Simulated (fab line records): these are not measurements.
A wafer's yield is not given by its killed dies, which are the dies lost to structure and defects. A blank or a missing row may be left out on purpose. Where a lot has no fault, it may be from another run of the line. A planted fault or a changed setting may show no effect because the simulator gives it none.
Matching of chambers | flow n5-finfet | N5_BEOL_M0_STRIP_104 on rie-diel-02: 4 sister chambers
The step strips in N2/H2. 24 wafers are shown with their chamber, then 12 later ones without.

WAFERS, EACH WITH ITS CHAMBER
wafer  | chamber | drypump-motor-current-A (A) | throttle-valve-pct (%) | showerhead-plenum-p-Torr (Torr)
L075.2 | 3       | 6.3                         | 23.93                  | 2.61
L075.4 | 1       | 6.2                         | 23.88                  | 2.40
L075.5 | 0       | 6.4                         | 23.92                  | 2.44
L076.3 | 1       | 6.2                         | 23.84                  | 2.40
L076.4 | 2       | 6.0                         | 23.39                  | 2.66
L076.6 | 3       | 6.3                         | 23.94                  | 2.61
L079.1 | 2       | 6.0                         | 23.36                  | 2.66
L079.2 | 1       | 6.2                         | 23.49                  | 2.72
L079.6 | 0       | 6.4                         | 23.92                  | 2.44
L080.2 | 2       | 6.0                         | 23.38                  | 2.66
L080.3 | 1       | 6.2                         | 23.48                  | 2.72
L080.4 | 3       | 6.4                         | 23.95                  | 2.60
L082.2 | 1       | 6.2                         | 23.54                  | 2.72
L082.3 | 0       | 6.4                         | 23.94                  | 2.43
L082.4 | 2       | 6.0                         | 23.40                  | 2.66
L083.1 | 2       | 6.0                         | 23.44                  | 2.65
L083.2 | 3       | 6.3                         | 23.96                  | 2.60
L083.4 | 2       | 6.0                         | 23.41                  | 2.66
L084.1 | 0       | 6.4                         | 23.91                  | 2.43
L084.2 | 2       | 6.0                         | 23.42                  | 2.65
L084.4 | 3       | 6.4                         | 23.93                  | 2.60
L094.3 | 3       | 6.3                         | 23.98                  | 2.59
L094.4 | 2       | 6.0                         | 23.47                  | 2.64
L094.5 | 3       | 6.3                         | 23.98                  | 2.59

SIGNATURES (averages over the wafers above)
reading                  | chamber 0 | chamber 1 | chamber 2 | chamber 3 | scatter within a chamber
drypump-motor-current-A  | 6.400     | 6.200     | 6.000     | 6.329     | 0.0267
throttle-valve-pct       | 23.9225   | 23.6460   | 23.4088   | 23.9529   | 0.0914
showerhead-plenum-p-Torr | 2.4350    | 2.5920    | 2.6550    | 2.6000    | 0.0787
Rule: a wafer's distance from a chamber is the root of the sum, over the readings, of the square of ((its reading less the chamber's mean) divided by the reading's scatter). The wafer belongs to the nearest chamber; if the next one is less than 2 further off, it can't be placed. How the scatter is found: for the shown wafers, subtract from each reading the mean of its chamber, square and add these, divide the total by (wafers less chambers), then take the root.

WAFERS WHOSE CHAMBER IS MISSING
wafer  | drypump-motor-current-A (A) | throttle-valve-pct (%) | showerhead-plenum-p-Torr (Torr)
L089.3 | 6.4                         | 23.98                  | 2.41
L089.5 | 6.4                         | 24.01                  | 2.59
L089.6 | 6.4                         | 23.99                  | 2.41
L093.2 | 6.2                         | 23.57                  | 2.71
L093.3 | 6.4                         | 23.98                  | 2.41
L093.6 | 6.2                         | 23.59                  | 2.71
L096.1 | 6.3                         | 24.00                  | 2.59
L096.4 | 6.0                         | 23.47                  | 2.64
L096.5 | 6.2                         | 23.57                  | 2.71
L097.1 | 6.0                         | 23.47                  | 2.64
L097.3 | 6.4                         | 24.01                  | 2.59
L097.6 | 6.2                         | 23.56                  | 2.71

EACH ONE'S CHAMBER
wafer  | from the rows above     | in truth
L089.3 | 0                       | 0
L089.5 | can't be placed: 0 or 3 | 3
L089.6 | 0                       | 0
L093.2 | 1                       | 1
L093.3 | 0                       | 0
L093.6 | 1                       | 1
L096.1 | 3                       | 3
L096.4 | 2                       | 2
L096.5 | 1                       | 1
L097.1 | 2                       | 2
L097.3 | can't be placed: 0 or 3 | 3
L097.6 | 1                       | 1
Correct placement for 10 of the 12. Unplaceable from these rows: 2, with the true chamber sitting among the candidates in 2. Wrongly placed: 0.
